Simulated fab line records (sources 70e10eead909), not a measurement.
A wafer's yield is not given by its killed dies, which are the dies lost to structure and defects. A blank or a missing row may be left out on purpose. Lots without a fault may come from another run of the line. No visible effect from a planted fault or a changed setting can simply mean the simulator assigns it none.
A struck lot beside a sound one | flow nand-harc | 15 out of 1159 route steps
Sound: the wafers L547.2, L547.4, L547.5. Wafers struck: L551.2, L551.3, L551.5. The cause is named last.
For every step that has rows: the tool of each side, followed by ch and its chambers, followed by its first start. Under that, the readings that differ: sound wafers | struck wafers | difference of the means | sigmas: that difference in standard deviations of wafers without a fault.
alike: readings whose means differ by less than 2 such deviations, and words and numbers that are the same on both sides. not compared: withheld readings, readings that some wafer has no value for, bounds like >300 that may hide the same value, and numbers for which the record gives no deviation and whose values overlap.
The two part at a step that has a row with sigmas, a row that says differs or no value, or rows on one side only. Numbers that have no deviation but don't overlap get no sigmas and don't part them. Lack of a reading on every wafer of one side parts them only where that side has two or more wafers.

first, 1 step without rows for these wafers: NHARC_A_ONON_D1_DEP_12 (target thk 1000 nm).
NHARC_A_ONON_D1_THK_MEAS_14: measures by ellipsometry.
  sound on film-metro-01, day 8 06:14; struck on film-metro-01, day 9 07:01
  alike: thk-nm
then, 2 steps without rows for these wafers: NHARC_A_ONON_D1_ANNEAL_15 (time 3600 s); NHARC_A_ONON_D1_DEP_16 (target thk 1000 nm).
NHARC_A_ONON_D1_THK_MEAS_18: measures by ellipsometry.
  sound on film-metro-01, day 8 14:13; struck on film-metro-02, day 9 15:07
  alike: thk-nm
then, 1 step without rows for these wafers: NHARC_A_ONON_D1_DEP_19 (target thk 1000 nm).
NHARC_A_ONON_D1_THK_MEAS_21: measures by ellipsometry.
  sound on film-metro-01, day 8 14:48; struck on film-metro-01, day 9 15:40
  alike: thk-nm
then, 1 step without rows for these wafers: NHARC_A_ONON_D1_DEP_22 (target thk 1000 nm).
NHARC_A_ONON_D1_THK_MEAS_24: measures by ellipsometry.
  sound on film-metro-02, day 8 15:22; struck on film-metro-02, day 9 16:14
  alike: thk-nm
then, 1 step without rows for these wafers: NHARC_A_ONON_D1_DEP_25 (target thk 1000 nm).
NHARC_A_ONON_D1_THK_MEAS_27: measures by ellipsometry.
  sound on film-metro-02, day 8 15:56; struck on film-metro-01, day 9 16:48
  reading     | sound       | struck         | difference | sigmas
  thk-nm (nm) | 974 974 975 | 1007 1005 1007 | +32        | +3
NHARC_A_ONON_D1_DEP_28: target thk 1000 nm.
  sound on pecvd-onon-03 ch 0, day 8 16:04; struck on pecvd-onon-03 ch 0, day 9 16:55
  alike: n2o-flow-sccm
NHARC_A_ONON_D1_THK_MEAS_30: measures by ellipsometry.
  sound on film-metro-01, day 8 16:30; struck on film-metro-01, day 9 17:22
  reading     | sound          | struck         | difference | sigmas
  thk-nm (nm) | 1006 1007 1006 | 1592 1594 1595 | +587       | +70
NHARC_A_ONON_D1_DEP_33: deposits SiO2, target thk 200 nm.
  sound on pecvd-04 ch 0,2, day 8 16:37; struck on pecvd-02 ch 0,1,2, day 9 17:28
  alike: heater-power-w, throttle-valve-pct
  not compared: since-wet-clean-h
-- the record jumps here: 11 days lie between the struck wafers' starts before and after (it left off in module A_ONON_D1 and takes up again in module END, whose first step shown is number 1159 of the route) --
NHARC_END_SORT_01:
  at this point the record logs the struck wafers (prober-02 ch 0, day 21 01:43) and has no rows for the sound ones

== WHERE THEY PART ==
First at NHARC_A_ONON_D1_THK_MEAS_27; last, within this record, at NHARC_END_SORT_01.

WHY: what had been put in by the simulator
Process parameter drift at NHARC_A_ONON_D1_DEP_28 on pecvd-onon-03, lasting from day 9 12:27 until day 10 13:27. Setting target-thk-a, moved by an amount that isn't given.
